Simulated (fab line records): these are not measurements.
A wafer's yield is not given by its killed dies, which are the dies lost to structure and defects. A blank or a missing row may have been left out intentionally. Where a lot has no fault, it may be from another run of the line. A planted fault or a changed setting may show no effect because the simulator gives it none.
fab line records ; flow nand-harc
record: lots: 12; wafers: 36; last-day: 34
route steps=1302 shown A_CHANNEL_HOLE_D2@592 A_CHANNEL_FILL_D2@627
lots with no fault: from the same line, run without faults
start-h: hours from the record's opening day to when the first of the lot's shown wafers began ; wait-h: hours since the lot's step before ; " same as the row above ; L1.1+2: several wafers, shown together as one row ; - value missing, or start not given ; * or withheld: withheld ; < > ~ a bound
route shown NAME@n: a module of which the file shows steps, and the number in the route of the first ; usual: mean/standard deviation taken from wafers without a fault ; same: alike in all rows ; chamber/n: place in a boat ; sites: the reading at each site ; _std_site: their standard deviation ; _edge_site: inner sites' mean taken away from outer sites' mean ; radius-mm: for every site, how far away it sits from the centre of the wafer ; mask NAME#n: copy n ; behind: tool/chamber where the wafer was last shaped ; hold: why the lot went on hold/how many hours it stayed there/how the hold came to an end ; device: whichever transistor did not switch (one of n, p or np) ; end of line: the tests these same wafers got at the end of their route ; a step given without rows: its recipe and nothing more ; killed: at the first sort, the dies lost to defects and structure; wafer yield is something else ; map: a wafer's dies, x killed, . not, _ none there
set.NAME: the setting the step ran with; set.NAME@STEP: the setting that earlier step ran with ; model.NAME: the simulator's own value behind a step, which no gauge read
a sample of lots followed through the steps of the route, with each step as a table and each wafer as a row
services: the hour from which a tool's chamber was out of use, counted from the record's first day as start-h (under 0 if before that day), plus the number of hours and why
== steps ==
step: NHARC_A_CHANNEL_HOLE_D2_ETCH_20
recipe: bias-v: 3000; source-w: withheld; pressure-mtorr: 20; time-s: 361.9; ar-flow-sccm: 375; c4f8-flow-sccm: 89.3; o2-flow-sccm: 35.7; temp-c: -20; target-depth-a: 16000; chemistry: C4F8/O2/Ar
usual: drypump-motor-current-A: 5.8/0.31; oes-air-line-au: 1.001/0.02; showerhead-plenum-p-Torr: 3.68/0.12; throttle-valve-pct: 32.155/0.0099
lot.wafer;tool;chamber;start-h;wait-h;drypump-motor-current-A;oes-air-line-au;rf-hours-counter-h;showerhead-plenum-p-Torr;throttle-valve-pct
L622.2;har-etch-01;0;291.67;0.1;6.1;1.001;145;3.70;32.162
L622.1;har-etch-01;1;291.67;0.1;5.4;1.001;145;3.64;32.151
L622.3;har-etch-01;0;291.67;0.1;6.0;0.979;-;3.70;32.151
L624.3;har-etch-01;0;306.60;0.2;6.1;1.020;-;3.70;32.156
L624.6;har-etch-01;1;306.60;0.2;5.4;1.051;-;3.63;32.145
L624.5;har-etch-01;0;306.60;0.2;6.1;1.013;-;3.70;32.152
L623.2;har-etch-02;0;307.34;0.1;6.2;0.961;370;3.73;32.148
L623.1;har-etch-02;1;307.34;0.1;5.7;1.014;370;3.46;32.158
L623.4;har-etch-02;0;307.34;0.1;6.2;0.988;-;3.73;32.166
L625.2;har-etch-02;1;319.96;0.1;5.7;0.998;378;3.46;32.145
L625.1;har-etch-02;0;319.96;0.1;6.2;1.007;378;3.72;32.144
L625.3;har-etch-02;0;319.96;0.1;6.2;0.968;-;3.72;32.159
L626.1;har-etch-01;1;333.44;0.1;5.5;0.999;171;3.62;32.155
L626.4;har-etch-01;1;333.44;0.1;5.5;0.963;-;3.62;32.151
L626.5;har-etch-01;0;333.44;0.1;6.1;1.021;-;3.69;32.148
L634.2;har-etch-01;0;424.86;0.1;6.1;1.038;217;3.66;32.149
L634.3;har-etch-01;0;424.86;0.1;6.1;0.969;-;3.66;32.146
L634.5;har-etch-01;0;424.86;0.1;6.1;0.989;-;3.66;32.135
L637.1;har-etch-01;1;437.37;0.1;5.4;1.023;228;3.59;32.142
L637.2;har-etch-01;0;437.37;0.1;6.1;0.998;228;3.66;32.144
L637.4;har-etch-01;1;437.37;0.1;5.5;0.996;-;3.59;32.156
L639.1;har-etch-01;1;464.77;0.1;5.4;1.030;244;3.59;32.147
L639.3;har-etch-01;1;464.77;0.1;5.4;1.020;-;3.59;32.154
L639.4;har-etch-01;0;464.77;0.1;6.0;0.999;-;3.65;32.154
L641.1;har-etch-02;0;480.15;0.1;6.2;0.970;61;3.67;32.142
L641.3;har-etch-02;1;480.15;0.1;5.7;0.966;-;3.90;32.165
L641.5;har-etch-02;0;480.15;0.1;6.2;0.984;-;3.67;32.156
L642.4;har-etch-02;1;501.05;0.2;5.6;1.017;-;3.89;32.152
L642.3;har-etch-02;0;501.05;0.2;6.2;0.995;-;3.67;32.162
L642.5;har-etch-02;1;501.05;0.2;5.6;0.991;-;3.89;32.156
L644.3;har-etch-01;1;514.01;0.2;5.5;1.014;-;3.57;32.152
L644.4;har-etch-01;0;514.01;0.2;6.1;0.992;-;3.63;32.159
L644.5;har-etch-01;0;514.01;0.2;6.1;0.997;-;3.63;32.168
L645.1;har-etch-01;0;521.46;0.1;6.1;1.017;275;3.63;32.165
L645.4;har-etch-01;0;521.46;0.1;6.1;1.019;-;3.63;32.148
L645.5;har-etch-01;0;521.46;0.1;6.1;0.988;-;3.63;32.162
step: NHARC_A_CHANNEL_HOLE_D2_ETCH_24
recipe: bias-v: 5000; source-w: withheld; pressure-mtorr: 20; time-s: 906.2; ar-flow-sccm: 375; c4f8-flow-sccm: 93.8; o2-flow-sccm: 31.2; temp-c: -20; target-depth-a: 15000; chemistry: C4F8/O2/Ar
usual: drypump-motor-current-A: 5.8/0.31; oes-air-line-au: 1.005/0.023; showerhead-plenum-p-Torr: 3.68/0.12; throttle-valve-pct: 32.236/0.0094
lot.wafer;tool;chamber;start-h;wait-h;drypump-motor-current-A;oes-air-line-au;rf-hours-counter-h;showerhead-plenum-p-Torr;throttle-valve-pct
L622.2;har-etch-01;0;293.69;0.6;6.0;1.014;147;3.70;32.225
L622.1;har-etch-01;1;293.69;0.6;5.4;1.010;147;3.63;32.245
L622.3;har-etch-01;0;293.69;0.6;6.1;1.001;-;3.70;32.248
L624.3;har-etch-01;0;308.85;0.6;6.1;1.034;-;3.69;32.251
L624.6;har-etch-01;1;308.85;0.6;5.4;1.005;-;3.63;32.227
L624.5;har-etch-01;0;308.85;0.6;6.1;1.032;-;3.69;32.238
L623.2;har-etch-02;0;309.36;0.6;6.2;1.008;372;3.72;32.227
L623.1;har-etch-02;1;309.36;0.6;5.7;0.988;372;3.46;32.238
L623.4;har-etch-02;0;309.36;0.6;6.2;1.002;-;3.72;32.231
L625.2;har-etch-02;1;321.98;0.6;5.6;1.058;380;3.45;32.229
L625.1;har-etch-02;0;321.98;0.6;6.2;1.012;380;3.71;32.246
L625.3;har-etch-02;0;321.98;0.6;6.2;1.008;-;3.72;32.238
L626.1;har-etch-01;1;335.47;0.6;5.5;1.004;173;3.62;32.249
L626.4;har-etch-01;1;335.47;0.6;5.4;1.014;-;3.62;32.235
L626.5;har-etch-01;0;335.47;0.6;6.1;1.017;-;3.68;32.241
L634.2;har-etch-01;0;426.94;0.6;6.0;1.016;219;3.66;32.225
L634.3;har-etch-01;0;426.94;0.6;6.1;1.027;-;3.66;32.223
L634.5;har-etch-01;0;426.94;0.6;6.0;1.010;-;3.66;32.237
L637.1;har-etch-01;1;439.38;0.6;5.4;0.990;230;3.59;32.237
L637.2;har-etch-01;0;439.38;0.6;6.1;1.007;230;3.65;32.237
L637.4;har-etch-01;1;439.38;0.6;5.4;1.002;-;3.59;32.229
L639.1;har-etch-01;1;466.80;0.6;5.4;0.988;246;3.58;32.222
L639.3;har-etch-01;1;466.80;0.6;5.4;0.996;-;3.58;32.222
L639.4;har-etch-01;0;466.80;0.6;6.1;1.019;-;3.64;32.239
L641.1;har-etch-02;0;482.18;0.6;6.2;1.013;63;3.67;32.249
L641.3;har-etch-02;1;482.18;0.6;5.7;1.013;-;3.89;32.225
L641.5;har-etch-02;0;482.18;0.6;6.2;1.014;-;3.67;32.226
L642.4;har-etch-02;1;503.21;0.6;5.6;0.982;-;3.89;32.233
L642.3;har-etch-02;0;503.21;0.6;6.2;1.006;-;3.66;32.241
L642.5;har-etch-02;1;503.21;0.6;5.7;1.006;-;3.89;32.244
L644.3;har-etch-01;1;516.18;0.6;5.4;0.999;-;3.57;32.219
L644.4;har-etch-01;0;516.18;0.6;6.1;1.019;-;3.63;32.247
L644.5;har-etch-01;0;516.18;0.6;6.1;0.978;-;3.63;32.229
L645.1;har-etch-01;0;523.48;0.6;6.1;1.017;277;3.63;32.234
L645.4;har-etch-01;0;523.48;0.6;6.1;1.000;-;3.63;32.225
L645.5;har-etch-01;0;523.48;0.6;6.1;1.049;-;3.63;32.228
step: NHARC_A_CHANNEL_FILL_D2_ALD_25
recipe: target-thk-a: 600; pulse-time-s: 10; ald-cycles: 600; temp-c: 300; material: SiOx
usual: ald-cycles: 600/0; heater-power-w: 483/46; precursor-pulse-height-rel: 1.000/0.02
lot.wafer;tool;chamber;start-h;wait-h;ald-cycles;heater-power-w;precursor-pulse-height-rel
L622.2;ald-hk-04;3;336.84;0.1;600;507;1.007
L622.1;ald-hk-04;0;336.84;0.1;600;484;0.974
L622.3;ald-hk-04;2;338.69;1.9;600;460;0.997
L624.3;ald-hk-03;3;348.41;0.1;600;510;1.013
L624.5;ald-hk-03;3;350.89;2.5;600;526;1.039
L624.6;ald-hk-03;0;350.89;2.5;600;454;0.979
L623.2;ald-hk-04;1;348.41;0.1;600;408;1.011
L623.4;ald-hk-04;2;348.41;0.1;600;474;1.023
L623.1;ald-hk-04;0;350.27;1.9;600;498;1.002
L625.3;ald-hk-04;1;363.35;0.1;600;419;1.001
L625.1;ald-hk-04;2;363.35;0.1;600;483;0.975
L625.2;ald-hk-04;3;363.35;0.1;600;496;0.982
L626.4;ald-hk-04;1;379.17;1.3;600;405;0.982
L626.1;ald-hk-04;2;379.17;1.3;600;475;1.020
L626.5;ald-hk-04;3;379.17;1.3;600;505;1.015
L634.3;ald-hk-03;1;467.90;0.7;600;595;0.997
L634.2;ald-hk-03;3;469.13;1.9;600;524;1.016
L634.5;ald-hk-03;0;469.13;1.9;501;463;0.977
L637.2;ald-hk-03;3;481.48;0.1;600;521;0.987
L637.1;ald-hk-03;0;481.48;0.1;501;457;0.950
L637.4;ald-hk-03;1;481.48;0.1;600;591;1.009
L639.3;ald-hk-01;2;508.58;0.1;600;517;0.992
L639.1;ald-hk-01;3;509.83;1.3;600;499;0.978
L639.4;ald-hk-01;0;511.08;2.6;600;403;0.982
L641.3;ald-hk-01;1;523.45;1.8;600;488;0.952
L641.1;ald-hk-01;3;525.93;4.3;600;498;0.992
L641.5;ald-hk-01;1;528.41;6.8;600;479;0.977
L642.3;ald-hk-01;3;543.53;0.7;600;513;1.018
L642.4;ald-hk-01;0;543.53;0.7;600;410;1.038
L642.5;ald-hk-01;3;546.00;3.1;600;514;1.021
L644.4;ald-hk-01;0;556.93;1.3;600;404;1.071
L644.3;ald-hk-01;1;556.93;1.3;600;480;1.018
L644.5;ald-hk-01;2;556.93;1.3;600;497;0.999
L645.1;ald-hk-03;0;563.85;0.7;600;470;1.001
L645.4;ald-hk-03;2;565.09;1.9;600;462;1.004
L645.5;ald-hk-03;0;566.33;3.1;600;467;0.996
step: NHARC_A_CHANNEL_FILL_D2_ETCHBACK_08
recipe: target-depth-a: 2200; time-s: 110; c4f8-flow-sccm: 20; ar-flow-sccm: withheld; rf-w: 600; bias-w: 300; chemistry: C4F8
usual: oes-product-au: 0.97/0.035; rf-vpp-V: 442.3/2.2
lot.wafer;tool;chamber;start-h;wait-h;oes-product-au;rf-hours-counter-h;rf-vpp-V
L622.1;rie-diel-11;1;-;-;0.99;2;442.4
L622.3;rie-diel-11;2;-;-;0.98;2;445.7
L622.2;rie-diel-11;0;-;-;1.00;2;440.0
L624.3;rie-diel-02;2;-;-;0.96;4;443.7
L624.5;rie-diel-02;2;-;-;0.96;-;443.7
L624.6;rie-diel-02;3;-;-;0.97;-;441.0
L623.4;rie-diel-11;2;-;-;1.00;2;442.4
L623.1;rie-diel-11;3;-;-;0.99;2;446.5
L623.2;rie-diel-11;0;-;-;1.01;2;441.4
L625.3;rie-diel-02;2;-;-;0.93;5;443.4
L625.1;rie-diel-02;3;-;-;0.92;5;441.2
L625.2;rie-diel-02;0;-;-;0.93;4;438.8
L626.4;rie-diel-11;0;-;-;0.93;3;439.5
L626.1;rie-diel-11;1;-;-;0.93;3;442.3
L626.5;rie-diel-11;3;-;-;0.98;-;445.5
L634.2;rie-diel-11;3;-;-;0.92;1;445.6
L634.3;rie-diel-11;0;-;-;0.93;1;439.6
L634.5;rie-diel-11;0;-;-;0.92;-;439.6
L637.2;rie-diel-02;1;-;-;1.01;2;441.5
L637.1;rie-diel-02;2;-;-;1.00;1;443.6
L637.4;rie-diel-02;0;-;-;1.01;2;439.6
L639.1;rie-diel-11;2;-;-;0.93;3;444.4
L639.3;rie-diel-11;0;-;-;0.93;2;439.4
L639.4;rie-diel-11;1;-;-;0.92;3;442.3
L641.1;rie-diel-02;1;-;-;0.91;3;439.7
L641.3;rie-diel-02;0;-;-;0.91;4;440.1
L641.5;rie-diel-02;1;-;-;0.92;-;442.2
L642.3;rie-diel-02;1;-;-;1.01;4;441.2
L642.4;rie-diel-02;0;-;-;1.01;4;440.3
L642.5;rie-diel-02;1;-;-;1.00;-;441.5
L644.3;rie-diel-11;0;-;-;0.93;4;440.8
L644.4;rie-diel-11;1;-;-;0.93;4;440.5
L644.5;rie-diel-11;1;-;-;0.93;-;441.8
L645.1;rie-diel-05;0;-;-;1.01;20;440.7
L645.4;rie-diel-05;1;-;-;1.01;21;443.1
L645.5;rie-diel-05;3;-;-;1.01;-;446.8
== services ==
tool;chamber;start-h;hours;kind
rie-diel-02;3;276.56;3.8;repair
ald-hk-03;-;285.11;0.9;repair
rie-diel-11;1;291.24;4.1;repair
ald-hk-01;-;296.40;10.0;pm
ald-hk-03;-;308.04;0.8;repair
ald-hk-01;-;347.97;10.7;repair
rie-diel-05;2;355.78;3.5;repair
rie-diel-11;3;363.26;5.5;repair
rie-diel-05;3;374.50;15.3;repair
har-etch-02;-;377.00;17.0;pm
ald-hk-03;-;390.00;10.0;pm
rie-diel-02;-;393.80;9.0;pm
rie-diel-11;-;432.50;9.0;pm
ald-hk-04;-;432.74;10.0;pm
ald-hk-03;-;451.16;1.5;repair
rie-diel-02;2;459.28;7.3;repair
rie-diel-11;3;460.67;8.9;repair
rie-diel-02;3;464.69;1.6;repair
ald-hk-04;-;468.95;1.0;repair
rie-diel-02;2;473.24;2.3;repair
ald-hk-01;-;474.40;10.0;pm
rie-diel-02;1;510.39;3.3;repair
rie-diel-02;-;556.03;0.5;repair
ald-hk-03;-;568.00;10.0;pm
== key ==
first-sign: step: NHARC_A_CHANNEL_FILL_D2_ALD_25; reading: ald-cycles; direction: down; sigmas: 99+; usual: 600; struck: 501
effect none on later readings
met-at NHARC_A_CHANNEL_FILL_D2_ALD_25
struck-lots L634,L637
struck-wafers L634.5,L637.1
tester-left-out L634,L637
not-acting-at NHARC_A_CHANNEL_HOLE_D2_ETCH_20,NHARC_A_CHANNEL_HOLE_D2_ETCH_24,NHARC_A_CHANNEL_FILL_D2_ETCHBACK_08
onset-between 348.41 467.90
fault: kind: process-parameter-drift; tool: ald-hk-03; chamber: 0; onset-h: 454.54; steps: NHARC_A_CHANNEL_FILL_D2_ALD_25; channel: ald-cycles; offset: -99; shape: step; end-h: 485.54; acts-in: these-recipes-only; stated: 600
tester-left-out: of these lots the tester's yield and bins aren't shown, on N5 and GAA mostly nor the transistor test; their killed dies are dies lost to structure and defects alone, not to doping, threshold or leakage, so they don't give the yield
